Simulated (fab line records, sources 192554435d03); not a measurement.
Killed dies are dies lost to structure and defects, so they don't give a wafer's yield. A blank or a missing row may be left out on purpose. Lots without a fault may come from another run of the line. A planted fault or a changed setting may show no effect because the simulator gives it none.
fab line records | flow n5_finfet
record lots=4 wafers=12 last_day=17
route steps=1938 shown BEOL_M6@1206 PASSIVATION@1936
lots that met no fault: from a run of the same line without faults
start_h: hours from the record's first day to the start of the lot's first wafer shown | wait_h: hours since the lot's step before | " the same as in the row above | L1.1+2: a row that stands for several wafers | - no value, or no start given | * or withheld: withheld | < > ~ a bound
route shown NAME@n: a module of which the file shows steps, and the number in the route of the first | usual: mean/standard deviation of fault-free wafers | same: alike in all rows | chamber/n: place in a boat | sites: the reading at each site | _std_site: their standard deviation | _edge_site: outer sites' mean less inner sites' | radius_mm: how far each site lies from the wafer's centre | mask NAME#n: copy n | behind: the tool/chamber that last shaped the wafer | hold: why the lot was held/for how many hours/how that ended | device: the transistor (n, p or np) that didn't switch | end of line: the same wafers' tests at the end of the route | a step without rows: its recipe alone | killed: dies lost to structure and defects at the first sort, not the wafer's yield | map: a wafer's dies, x killed, . not, _ none there
set.NAME: the setting as run; set.NAME@STEP: as run at that earlier step | model.NAME: the simulator's own value behind a step, which no gauge read
lots at some steps of the route; a table a step, a row a wafer
services: from which hour (start_h, from the record's first day; less than 0 if before it) a tool's chamber was out of use, for how many hours, and why
## steps
# step N5_BEOL_M6_DEVELOP_10
# recipe develop_time_s=30 developer=TMAH resist=CAR-ArF rinse_liquid=diw dry=air_spin dev_temp_c=23
# step N5_BEOL_M6_DESCUM_16
# recipe chemistry=O2 time_s=7.9 source_power_w=50 bias_power_w=20 pressure_mtorr=20 rf_frequency_hz=2.712e+07 temp_c=40 resist=CAR-ArF o2_flow_sccm=225
# step N5_BEOL_M6_ETCH_61
# recipe chemistry=CF4 target=SiARC target_depth_a=455 mask_material=CAR-ArF time_s=75.8 ion_energy_ev=80 pressure_mtorr=40 source_w=545 bias_w=36 Ar_flow_sccm=100 cf4_flow_sccm=100 ends=cleared
# step N5_BEOL_M6_ETCH_62
# recipe chemistry=N2/H2 target=SOC target_depth_a=1100 overetch_a=220 mask_material=SiARC temp_c=40 time_s=165 ion_energy_ev=200 pressure_mtorr=30 source_w=840 bias_w=150 n2_flow_sccm=200 h2_flow_sccm=200
# step N5_BEOL_M6_STRIP_68
# recipe chemistry=N2/H2 temp_c=40 n2_flow_sccm=200 h2_flow_sccm=200 rf_frequency_hz=6e+07
# step N5_BEOL_M6_STRIP_67
# recipe chemistry=CF4 resist=SiARC power_w=300 bias_power_w=75 pressure_mtorr=50 cf4_flow_sccm=150 rf_frequency_hz=6e+07
# step N5_BEOL_M6_HM_OPEN_17
# recipe chemistry=Cl2/BCl3 target_depth_a=200 overetch_a=60 target=TiN mask_material=SOC ion_energy_ev=150 pressure_mtorr=10 icp_w=1000 bias_w=126 Cl2_flow_sccm=53.25 bcl3_flow_sccm=21.75 Ar_flow_sccm=25
# step N5_BEOL_M6_STRIP_19
# recipe chemistry=O2 power_w=400 temp_c=40 pressure_mtorr=30 rf_frequency_hz=6e+07 bias_power_w=0 overash_fraction=0.2 o2_flow_sccm=225
# step N5_BEOL_M6_COAT_63
# recipe resist=SOC temp_c=250 time_s=60 spin_rpm=1500 resist_thk_nm=60
# usual spin_speed_rpm=1500.0/1.2
# columns lot.wafer tool chamber start_h wait_h spin_speed_rpm model.SOC_of_BEOL_M6_COAT_63.thk_nm
L923.1 litho_track-05 0 210.63 0.0 1500.5 60
L923.3 " 0 " " 1498.7 60
L923.4 " 0 " " 1498.6 60
L936.2 litho_track-05 0 283.96 1.4 1569.0 58.6
L936.3 " 0 " " 1569.1 58.8
L936.5 " 0 " " 1569.2 58.8
L937.4 litho_track-05 0 291.04 1.8 1569.9 59
L937.5 " 0 " " 1569.6 58.8
L937.6 " 0 " " 1570.1 58.8
L943.3 litho_track-04 0 313.32 0.6 1499.7 60
L943.4 " 0 " " 1499.7 60.2
L943.5 " 0 " " 1497.5 60
# step N5_BEOL_M6_COAT_64
# recipe resist=SiARC temp_c=220 time_s=60 spin_rpm=1500 resist_thk_nm=12
# step N5_BEOL_M6_COAT_71
# recipe resist=underlayer temp_c=205 time_s=60 spin_rpm=1500 resist_thk_nm=5
# step N5_BEOL_M6_COAT_22
# recipe resist=CAR-EUV spin_rpm=1500 resist_thk_nm=30
# step N5_BEOL_M6_EBR_24
# recipe solvent=PGMEA ebr_width_mm=1.5
# step N5_BEOL_M6_SOFTBAKE_23
# recipe temp_c=110 time_s=60 resist=CAR-EUV
# step N5_BEOL_M6_EXPOSE_25
# recipe mask_id=V5 na=0.33 source_shape=annular sigma_inner=0.4 sigma_outer=0.8 polarization=unpolarized target_cd_nm=40 dose_mj=45
# step N5_BEOL_M6_PEB_26
# recipe peb_temp_c=100 peb_time_s=60 resist=CAR-EUV
# step N5_BEOL_M6_DEVELOP_27
# recipe develop_time_s=30 developer=TMAH resist=CAR-EUV rinse_liquid=surfactant_rinse dry=air_spin dev_temp_c=23
# step N5_BEOL_M6_DESCUM_33
# recipe chemistry=O2 time_s=7 source_power_w=50 bias_power_w=20 pressure_mtorr=20 rf_frequency_hz=2.712e+07 temp_c=40 resist=CAR-EUV o2_flow_sccm=225
# step N5_BEOL_M6_ETCH_72
# recipe chemistry=N2/H2 target=underlayer target_depth_a=65 mask_material=CAR-EUV time_s=5.2 ion_energy_ev=200 pressure_mtorr=30 source_w=840 bias_w=150 n2_flow_sccm=200 h2_flow_sccm=200 ends=cleared
# step N5_BEOL_M6_ETCH_65
# recipe chemistry=CF4 target=SiARC target_depth_a=156 mask_material=CAR-EUV time_s=26 ion_energy_ev=80 pressure_mtorr=40 source_w=545 bias_w=36 Ar_flow_sccm=100 cf4_flow_sccm=100 ends=cleared
# step N5_BEOL_M6_ETCH_66
# recipe chemistry=N2/H2 target=SOC target_depth_a=800 overetch_a=160 mask_material=SiARC temp_c=40 time_s=120 ion_energy_ev=200 pressure_mtorr=30 source_w=840 bias_w=150 n2_flow_sccm=200 h2_flow_sccm=200
# usual drypump_motor_current_A=5.9/0.49 oes_product_au=0.60/0.054 rf_vpp_V=525.3/2.3 showerhead_plenum_p_Torr=2.60/0.083 throttle_valve_pct=17.7/0.35
# columns lot.wafer tool chamber start_h wait_h drypump_motor_current_A oes_product_au rf_hours_counter_h rf_vpp_V showerhead_plenum_p_Torr throttle_valve_pct model.etch.depth_nm
L923.1 rie_diel-06 1 211.26 0.0 6.5 0.62 58 527.0 2.68 17.6 60
L923.3 " 3 " " 5.0 0.57 185 527.1 2.65 18.0 59.91
L923.4 " 2 " " 5.9 0.71 12 521.9 2.46 17.2 59.99
L936.2 rie_diel-06 2 284.87 0.0 5.9 0.66 39 522.1 2.45 17.2 58.62
L936.3 " 1 " " 6.5 0.59 87 527.5 2.66 17.6 58.83
L936.5 " 1 " " 6.5 0.60 - 526.9 2.66 17.6 58.73
L937.4 rie_diel-05 2 291.64 0.0 5.4 0.60 116 519.9 2.46 17.6 58.9
L937.5 " 0 " " 6.2 0.63 - 527.4 2.65 17.3 58.9
L937.6 " 3 " " 5.9 0.52 - 525.1 2.58 17.3 58.8
L943.3 rie_diel-06 0 313.92 0.0 6.3 0.53 243 524.2 2.62 18.3 60.1
L943.4 " 0 " " 6.3 0.53 - 524.2 2.62 18.2 60.11
L943.5 " 3 " " 5.1 0.54 - 526.4 2.64 18.0 60.09
# step N5_BEOL_M6_STRIP_69
# recipe chemistry=N2/H2 temp_c=40 n2_flow_sccm=200 h2_flow_sccm=200 rf_frequency_hz=6e+07
# step N5_BEOL_M6_STRIP_73
# recipe chemistry=N2/H2 temp_c=40 n2_flow_sccm=200 h2_flow_sccm=200 rf_frequency_hz=6e+07
# step N5_BEOL_M6_VIA_ETCH_34
# recipe chemistry=C4F6/O2 target=SiCOH_lowk target_depth_a=1263 mask_material=SOC taper_deg=4 time_s=50.9 ion_energy_ev=250 pressure_mtorr=30 source_w=345 bias_w=185 Ar_flow_sccm=300 C4F6_flow_sccm=10 O2_flow_sccm=10
# usual drypump_motor_current_A=5.9/0.5 oes_product_au=0.79/0.07 rf_vpp_V=669/13 showerhead_plenum_p_Torr=2.91/0.084 throttle_valve_pct=20.9/0.34
# columns lot.wafer tool chamber start_h wait_h drypump_motor_current_A oes_product_au rf_hours_counter_h rf_vpp_V showerhead_plenum_p_Torr throttle_valve_pct model.SOC_of_BEOL_M6_COAT_63.thk_nm
L923.1 rie_diel-06 1 211.36 0.0 6.5 0.84 58 654 3.01 20.8 53.8
L923.3 " 3 " " 5.0 0.74 185 670 2.93 20.8 53.8
L923.4 " 2 " " 5.9 0.93 12 663 2.81 20.6 54.2
L936.2 rie_diel-06 2 284.97 0.0 5.9 0.88 39 665 2.79 20.7 52.6
L936.3 " 1 " " 6.5 0.81 87 652 2.99 20.8 52.6
L936.5 " 1 " " 6.5 0.81 - 654 2.99 20.9 52.4
L937.4 rie_diel-05 2 291.74 0.0 5.4 0.79 116 676 2.75 20.6 52.8
L937.5 " 0 " " 6.2 0.81 - 659 2.98 20.5 53
L937.6 " 3 " " 5.8 0.69 - 664 2.90 20.5 53
L943.3 rie_diel-06 0 314.02 0.0 6.3 0.69 243 703 2.93 21.3 54.2
L943.4 " 0 " " 6.4 0.69 - 705 2.93 21.3 54.2
L943.5 " 3 " " 5.0 0.72 - 671 2.92 20.8 54
# step N5_BEOL_M6_STRIP_76
# recipe chemistry=C4F6/O2 resist=SiARC rf_frequency_hz=6e+07
# step N5_PASSIVATION_PROBE_49
# usual defect_limited_yield=91.3/1.4 killed_at_M0_to_M3=33/9.9 killed_at_M4_up=15/5.6 killed_at_contacts=13/5.7 killed_at_front_end=38/12 killed_at_other=4/3.1 killed_dies=103/17 killed_open=66/13 killed_short=32/7.8 sort_bin_5_function=5.1/0.95 sort_bin_6_memory=3.2/0.68 sort_n_pass=1077/17 sort_yield_pct=91.3/1.5
# same gross_dies=1180 killed_at_back_side=0 sort_bin_4_leakage[%]=0 sort_bin_8_speed[%]=0
# columns lot.wafer tool chamber start_h wait_h defect_limited_yield[%] killed_at_M0_to_M3 killed_at_M4_up killed_at_contacts killed_at_front_end killed_at_other killed_dies killed_open killed_short sort_bin_5_function[%] sort_bin_6_memory[%] sort_n_pass sort_yield_pct[%]
L943.5 prober-02 - 406.35 0.2 92.8 22 13 13 36 1 85 48 33 4.7 2.3 1095 92.8
# killed by level:class
L943.5 MOL_CONTACT_COAG:geometric_particle:open=10 FIN_SAQP:geometric_particle:open=7 STI_FIN_REVEAL:geometric_particle:open=6 BEOL_M2:geometric_particle:open=6 STARTING-WAFER:geometric_particle:short=5 FIN_SAQP:geometric_particle:short=4 BEOL_M0_SAQP:geometric_particle:short=4 BEOL_M0_SAQP:geometric_particle:open=4
## services
# columns tool chamber start_h hours kind
rie_diel-06 0 268.22 15.3 repair
rie_diel-06 2 293.88 4.3 repair
rie_diel-05 3 296.99 - clean
rie_diel-05 3 296.99 - consumable_replace:focus_ring
rie_diel-05 3 296.99 14.1 scheduled_down
rie_diel-05 3 296.99 14.1 vent_cycle
rie_diel-05 2 297.03 9.6 repair
rie_diel-06 2 304.45 10.4 repair
## key
first_sign step=N5_BEOL_M6_COAT_63 reading=spin_speed_rpm direction=up sigmas=59 usual=* struck=*
effect none on later readings
model_effect step=N5_BEOL_M6_COAT_63 value=SOC_of_BEOL_M6_COAT_63.thk_nm without=60.13 struck=58.8
model_effect step=N5_BEOL_M6_ETCH_66 value=etch.depth_nm without=60.15 struck=58.8
model_effect step=N5_BEOL_M6_VIA_ETCH_34 value=SOC_of_BEOL_M6_COAT_63.thk_nm without=54.07 struck=52.73
met_at N5_BEOL_M6_COAT_63
struck_wafers L936.2,L936.3,L936.5,L937.4,L937.5,L937.6
onset_between 210.63 283.96
fault kind=process_parameter_drift tool=litho_track-05 chamber=- onset_h=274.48 steps=N5_BEOL_M6_COAT_63 channel=spin_rpm offset=* shape=step end_h=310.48 acts_in=* stated=*
